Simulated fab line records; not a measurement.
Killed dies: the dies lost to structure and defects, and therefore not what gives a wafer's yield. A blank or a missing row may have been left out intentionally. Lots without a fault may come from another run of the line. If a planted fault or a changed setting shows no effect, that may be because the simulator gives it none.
Which tool was responsible? / flow n5-finfet / 30 wafers from 10 lots sampled at 3 of the route's 1938 steps

WHAT THE GAUGES READ, wafer by wafer
N5_BEOL_M15_CD_MEAS_10 targets a cd of 360 nm. Usual: cd-nm at 359.5 nm, with a standard deviation of 1.7.
lot=L129; measured=day 11 08:26; on=cd-sem-02; cd-nm (nm)=360.3 357.9 360.1; flag=
lot=L132; measured=day 11 17:08; on=cd-sem-02; cd-nm (nm)=361.0 359.0 363.2; flag=
lot=L131; measured=day 11 19:02; on=cd-sem-03; cd-nm (nm)=361.8 361.4 361.1; flag=
lot=L134; measured=day 12 10:42; on=cd-sem-02; cd-nm (nm)=357.7 359.0 359.8; flag=
lot=L136; measured=day 12 20:53; on=cd-sem-01; cd-nm (nm)=356.8 358.5 356.1; flag=
lot=L139; measured=day 14 21:41; on=cd-sem-01; cd-nm (nm)=358.4 357.1 360.9; flag=
lot=L144; measured=day 14 23:46; on=cd-sem-03; cd-nm (nm)=356.6 360.7 358.0; flag=
lot=L146; measured=day 15 18:31; on=cd-sem-02; cd-nm (nm)=360.1 360.4 362.7; flag=
lot=L151; measured=day 16 14:01; on=cd-sem-02; cd-nm (nm)=355.9 358.9 357.1; flag=
lot=L152; measured=day 17 16:32; on=cd-sem-03; cd-nm (nm)=360.1 360.1 363.2; flag=

N5_BEOL_M15_CD_MEAS_28 targets a cd of 407.6 nm. Usual: cd-nm at 407.3 nm, with a standard deviation of 1.8.
lot=L129; measured=day 11 10:13; on=cd-sem-03; cd-nm (nm)=408.5 406.8 406.7; flag=
lot=L132; measured=day 11 18:35; on=cd-sem-03; cd-nm (nm)=406.1 405.9 407.0; flag=
lot=L131; measured=day 11 20:29; on=cd-sem-03; cd-nm (nm)=404.2 402.8 404.3; flag=
lot=L134; measured=day 12 12:44; on=cd-sem-02; cd-nm (nm)=407.6 406.8 407.8; flag=
lot=L136; measured=day 12 22:51; on=cd-sem-02; cd-nm (nm)=407.2 408.0 404.7; flag=
lot=L139; measured=day 14 23:09; on=cd-sem-02; cd-nm (nm)=408.7 410.1 425.0; flag=OFF
lot=L144; measured=day 15 01:28; on=cd-sem-01; cd-nm (nm)=422.9 422.6 408.4; flag=OFF
lot=L146; measured=day 15 20:11; on=cd-sem-03; cd-nm (nm)=405.6 406.5 409.3; flag=
lot=L151; measured=day 16 15:34; on=cd-sem-03; cd-nm (nm)=409.9 406.7 408.1; flag=
lot=L152; measured=day 17 18:00; on=cd-sem-01; cd-nm (nm)=406.0 406.2 407.0; flag=

EACH LOT AND THE TOOL THAT RAN IT (in order: tool; ch and the chambers of the sampled wafers; start)
lot=L129; N5_BEOL_M15_PEB_26=litho-track-01 ch 0, day 11 10:07
lot=L132; N5_BEOL_M15_PEB_26=litho-track-03 ch 0, day 11 18:28
lot=L131; N5_BEOL_M15_PEB_26=litho-track-04 ch 0, day 11 20:22
lot=L134; N5_BEOL_M15_PEB_26=litho-track-04 ch 0, day 12 12:37
lot=L136; N5_BEOL_M15_PEB_26=litho-track-01 ch 0, day 12 22:44
lot=L139; N5_BEOL_M15_PEB_26=litho-track-01 ch 0, day 14 23:02
lot=L144; N5_BEOL_M15_PEB_26=litho-track-01 ch 0, day 15 01:20
lot=L146; N5_BEOL_M15_PEB_26=litho-track-03 ch 0, day 15 20:04
lot=L151; N5_BEOL_M15_PEB_26=litho-track-03 ch 0, day 16 15:27
lot=L152; N5_BEOL_M15_PEB_26=litho-track-03 ch 0, day 17 17:53
- N5_BEOL_M15_PEB_26: peb time 90 s.

WHAT THE TOOLS THEMSELVES READ (means of the sampled wafers that have a number; where no wafer has one, the mark that the record gives instead)
The record holds no such reading with a usual standard deviation.

THE ANSWER, worked out from the rows above alone
Rule: a lot is off if the mean of its wafers that have a number lies more than 3 standard deviations from the usual mean. Also off: a lot with no number at a reading for which 4 or more lots have one. Where the step has rows for the other lots, those lots are counted as sound. Order of review: gauges by route order, followed by the tools' own readings, for which a lot's mean as printed above is used. At the first step where some lot is off, the reading lying furthest off is the one used; lots without a number count as furthest.
Off, at N5_BEOL_M15_CD_MEAS_28 on cd-nm: L139, L144.
A tool fits if, at a process step before that reading, it ran every lot that is off, and no sound lot after the first of them. Gauges at N5_BEOL_M15_CD_MEAS_28: tried the same way as those tools. One candidate fits, namely litho-track-01 at N5_BEOL_M15_PEB_26. A fault onset in the window from L136 (day 12 22:44, its last sound lot) to L139 (day 14 23:02, its first lot off) fits.

WHAT HAD BEEN PUT IN BY THE SIMULATOR
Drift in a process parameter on litho-track-01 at N5_BEOL_M15_PEB_26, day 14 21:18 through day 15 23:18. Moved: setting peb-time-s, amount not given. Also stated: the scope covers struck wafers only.
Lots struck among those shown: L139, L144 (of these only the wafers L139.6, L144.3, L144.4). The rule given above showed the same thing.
